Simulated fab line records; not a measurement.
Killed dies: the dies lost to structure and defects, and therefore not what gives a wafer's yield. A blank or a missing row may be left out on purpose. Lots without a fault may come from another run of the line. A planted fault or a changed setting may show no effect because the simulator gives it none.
Which tool was responsible? + flow nandHarc + Sampling: 12 lots, 36 wafers, 6 of 1302 route steps

== WHAT EACH GAUGE READ, for each wafer ==
NHARC_P_M1_OVL_MEAS_10: pitch 260 nm. Usual: overlayXNm 0.1 nm, standard deviation 0.94; overlayYNm -0.2 nm, standard deviation 0.88.
| lot  | measured     | on         | overlayXNm (nm) | overlayYNm (nm) | flag |
|------|--------------|------------|-----------------|-----------------|------|
| L111 | day 6 06:41  | overlay-02 | 1.0 2.2 1.0     | 0.9 0.9 0.8     |      |
| L112 | day 7 00:14  | overlay-01 | 0.1 0.3 0.1     | 0.4 1.0 0.4     |      |
| L113 | day 7 10:01  | overlay-01 | 0.4 1.0 0.6     | 0.9 0.6 1.3     |      |
| L114 | day 7 12:36  | overlay-01 | 0.5 -0.2 0.5    | -0.3 -1.1 -0.7  |      |
| L115 | day 7 19:07  | overlay-02 | -0.1 0.6 0.7    | 0.0 0.3 -0.5    |      |
| L116 | day 8 09:21  | overlay-02 | -1.1 -0.9 -1.2  | -1.9 -1.5 -1.2  |      |
| L121 | day 10 06:23 | overlay-01 | 0.7 0.2 0.0     | 0.0 -0.1 -0.5   |      |
| L122 | day 10 18:34 | overlay-01 | -0.2 0.3 -0.2   | 0.8 0.6 0.8     |      |
| L123 | day 11 03:53 | overlay-02 | 1.9 1.8 1.5     | 0.9 1.0 0.7     |      |
| L125 | day 12 12:01 | overlay-01 | -1.3 -1.3 -0.7  | -0.6 -1.2 -1.2  |      |
| L127 | day 13 08:31 | overlay-01 | 1.2 1.3 0.8     | -1.2 -1.1 -1.0  |      |
| L129 | day 13 21:25 | overlay-02 | -0.2 0.3 0.2    | 0.5 0.8 0.8     |      |

NHARC_P_M1_INSPECT_11. Usual: rawDefectCount at 3.8, with a standard deviation of 1.9.
| lot  | measured     | on               | rawDefectCount | flag |
|------|--------------|------------------|----------------|------|
| L111 | day 6 06:43  | defectInspect-02 | 3 6 5          |      |
| L112 | day 7 00:16  | defectInspect-02 | 1 2 6          |      |
| L113 | day 7 10:03  | defectInspect-02 | 1 4 3          |      |
| L114 | day 7 12:38  | defectInspect-02 | 4 7 8          |      |
| L115 | day 7 19:09  | defectInspect-01 | 5 4 4          |      |
| L116 | day 8 09:23  | defectInspect-02 | 2 2 4          |      |
| L121 | day 10 06:25 | defectInspect-02 | 1 3 2          |      |
| L122 | day 10 18:36 | defectInspect-02 | 5 4 5          |      |
| L123 | day 11 03:55 | defectInspect-02 | 2 2 4          |      |
| L125 | day 12 12:04 | defectInspect-02 | 4 1 4          |      |
| L127 | day 13 08:34 | defectInspect-01 | 4 4 2          |      |
| L129 | day 13 21:27 | defectInspect-01 | 1247 1355 4    | OFF  |

NHARC_END_SORT_01. Usual: defectLimitedYield 91.4 % (standard deviation 2.5); killedAtArray 54 (standard deviation 17); killedAtOther 1.0 (standard deviation 1.4); killedAtPeriphery 3.6 (standard deviation 2.1); killedDies 58 (standard deviation 17); killedOpen 3.2 (standard deviation 2); killedShort 2.5 (standard deviation 1.5).
| lot  | measured     | on        | defectLimitedYield (%) | killedAtArray | killedAtOther | killedAtPeriphery | killedDies | killedOpen | killedShort | flag |
|------|--------------|-----------|------------------------|---------------|---------------|-------------------|------------|------------|-------------|------|
| L129 | day 32 20:53 | prober-01 | 80.1 82.7 94.7         | 30 18 32      | 2 1 1         | 103 98 3          | 135 117 36 | 6 3 4      | 5 2 6       | OFF  |

== WHICH TOOL RAN EACH LOT (tool, then ch and the chambers of the sampled wafers, then the start) ==
| lot  | NHARC_P_M0_DEGAS_28         | NHARC_P_M0_DEP_32               | NHARC_P_M1_DEP_00               |
|------|-----------------------------|---------------------------------|---------------------------------|
| L111 | pvdSputter-01, day 6 03:39  | pecvd-02 ch 0,1, day 6 05:23    | pecvd-01 ch 0,1,2, day 6 05:46  |
| L112 | pvdSputter-01, day 6 21:19  | pecvd-02 ch 0,1,2, day 6 23:02  | pecvd-01 ch 0,2, day 6 23:26    |
| L113 | pvdSputter-01, day 7 07:06  | pecvd-03 ch 0,1, day 7 08:53    | pecvd-01 ch 0,1, day 7 09:19    |
| L114 | pvdSputter-03, day 7 09:40  | pecvd-03 ch 0,1,2, day 7 11:24  | pecvd-02 ch 0,1,2, day 7 11:49  |
| L115 | pvdSputter-01, day 7 15:25  | pecvd-01 ch 0,1,2, day 7 17:54  | pecvd-03 ch 0,1,2, day 7 18:19  |
| L116 | pvdSputter-01, day 8 06:26  | pecvd-01 ch 0,1,2, day 8 08:11  | pecvd-02 ch 0,2, day 8 08:36    |
| L121 | pvdSputter-01, day 10 03:19 | pecvd-01 ch 0,1, day 10 05:02   | pecvd-03 ch 0,1,2, day 10 05:30 |
| L122 | pvdSputter-02, day 10 15:34 | pecvd-03 ch 0,1,2, day 10 17:15 | pecvd-03 ch 0,1,2, day 10 17:44 |
| L123 | pvdSputter-02, day 11 00:49 | pecvd-01 ch 0,2, day 11 02:38   | pecvd-02 ch 0,2, day 11 02:58   |
| L125 | pvdSputter-03, day 12 08:38 | pecvd-02 ch 0,1,2, day 12 10:40 | pecvd-03 ch 0,1,2, day 12 11:04 |
| L127 | pvdSputter-01, day 13 05:22 | pecvd-02 ch 0,2, day 13 07:04   | pecvd-01 ch 1, day 13 07:28     |
| L129 | pvdSputter-01, day 13 18:11 | pecvd-02 ch 0,1,2, day 13 20:12 | pecvd-03 ch 1,2, day 13 20:40   |
- NHARC_P_M0_DEGAS_28: time 60 s.
- NHARC_P_M0_DEP_32: deposits SiCN, target thk 30 nm.
- NHARC_P_M1_DEP_00: deposits SiOC, target thk 182.5 nm.

== WHAT THE TOOLS THEMSELVES READ (means of the sampled wafers that have a number; where no wafer has one, the mark that the record gives instead) ==
NHARC_P_M0_DEGAS_28. Usual: heaterPowerW 318 W, standard deviation 24; susceptorTempC 249.99 C, standard deviation 0.19.
| lot  | tool          | heaterPowerW (W) | susceptorTempC (C) | flag |
|------|---------------|------------------|--------------------|------|
| L111 | pvdSputter-01 | 303              | 250.00             |      |
| L112 | pvdSputter-01 | 312              | 249.93             |      |
| L113 | pvdSputter-01 | 325              | -                  | OFF  |
| L114 | pvdSputter-03 | 322              | 249.92             |      |
| L115 | pvdSputter-01 | 325              | 249.85             |      |
| L116 | pvdSputter-01 | 319              | 249.85             |      |
| L121 | pvdSputter-01 | 309              | 250.11             |      |
| L122 | pvdSputter-02 | 332              | 249.93             |      |
| L123 | pvdSputter-02 | 327              | -                  | OFF  |
| L125 | pvdSputter-03 | 329              | 250.18             |      |
| L127 | pvdSputter-01 | 292              | 250.03             |      |
| L129 | pvdSputter-01 | 291              | 250.04             |      |

NHARC_P_M0_DEP_32. Usual: heaterPowerW 575 W, standard deviation 72; rfFwdPowerW 448.9 W, standard deviation 1.4; susceptorTempC 370.02 C, standard deviation 0.22.
| lot  | tool     | heaterPowerW (W) | rfFwdPowerW (W) | susceptorTempC (C) | flag |
|------|----------|------------------|-----------------|--------------------|------|
| L111 | pecvd-02 | 620              | 450.2           | 370.13             |      |
| L112 | pecvd-02 | 590              | 449.0           | 370.15             |      |
| L113 | pecvd-03 | 511              | 448.0           | 370.02             |      |
| L114 | pecvd-03 | 634              | 449.0           | 369.85             |      |
| L115 | pecvd-01 | 528              | 449.5           | 369.92             |      |
| L116 | pecvd-01 | 565              | 449.2           | 369.93             |      |
| L121 | pecvd-01 | 595              | 448.9           | 369.93             |      |
| L122 | pecvd-03 | 569              | 448.9           | 370.03             |      |
| L123 | pecvd-01 | 594              | 449.5           | 369.95             |      |
| L125 | pecvd-02 | 571              | 449.7           | 369.93             |      |
| L127 | pecvd-02 | 626              | 450.3           | 370.25             |      |
| L129 | pecvd-02 | 592              | 448.5           | 370.30             |      |

NHARC_P_M1_DEP_00. Usual: rfFwdPowerW at 598.2 W, with a standard deviation of 2.
| lot  | tool     | rfFwdPowerW (W) | flag |
|------|----------|-----------------|------|
| L111 | pecvd-01 | 598.9           |      |
| L112 | pecvd-01 | 597.4           |      |
| L113 | pecvd-01 | 598.1           |      |
| L114 | pecvd-02 | 597.9           |      |
| L115 | pecvd-03 | 598.4           |      |
| L116 | pecvd-02 | 597.1           |      |
| L121 | pecvd-03 | 598.7           |      |
| L122 | pecvd-03 | 596.4           |      |
| L123 | pecvd-02 | 600.2           |      |
| L125 | pecvd-03 | 599.2           |      |
| L127 | pecvd-01 | 598.0           |      |
| L129 | pecvd-03 | 600.2           |      |

== THE ANSWER, worked out from the rows above alone ==
Rule: a lot is off if the mean of its wafers that have a number lies more than 3 standard deviations from the usual mean. A lot without any number at a reading at which 4 lots or more have one is off too. The other lots that the step has rows for count as sound. Order of review: gauges by route order, followed by the tools' own readings, for which a lot's mean as printed above is used. The first step at which some lot is off is used, and at that step the reading that is off furthest; a lot without a number counts as furthest.
Off at NHARC_P_M1_INSPECT_11 (rawDefectCount): L129.
If a tool, at a process step before that reading, ran all the lots that are off and no sound lot after the first of them, it fits. The gauges at NHARC_P_M1_INSPECT_11 aren't tried: what is off there is off at NHARC_END_SORT_01 too, on other tools, and a gauge's error can't cause that. Can't be told from this: 3 tools fit, pvdSputter-01 at NHARC_P_M0_DEGAS_28, pecvd-02 at NHARC_P_M0_DEP_32, pecvd-03 at NHARC_P_M1_DEP_00.

== WHAT THE SIMULATOR HAD INSERTED ==
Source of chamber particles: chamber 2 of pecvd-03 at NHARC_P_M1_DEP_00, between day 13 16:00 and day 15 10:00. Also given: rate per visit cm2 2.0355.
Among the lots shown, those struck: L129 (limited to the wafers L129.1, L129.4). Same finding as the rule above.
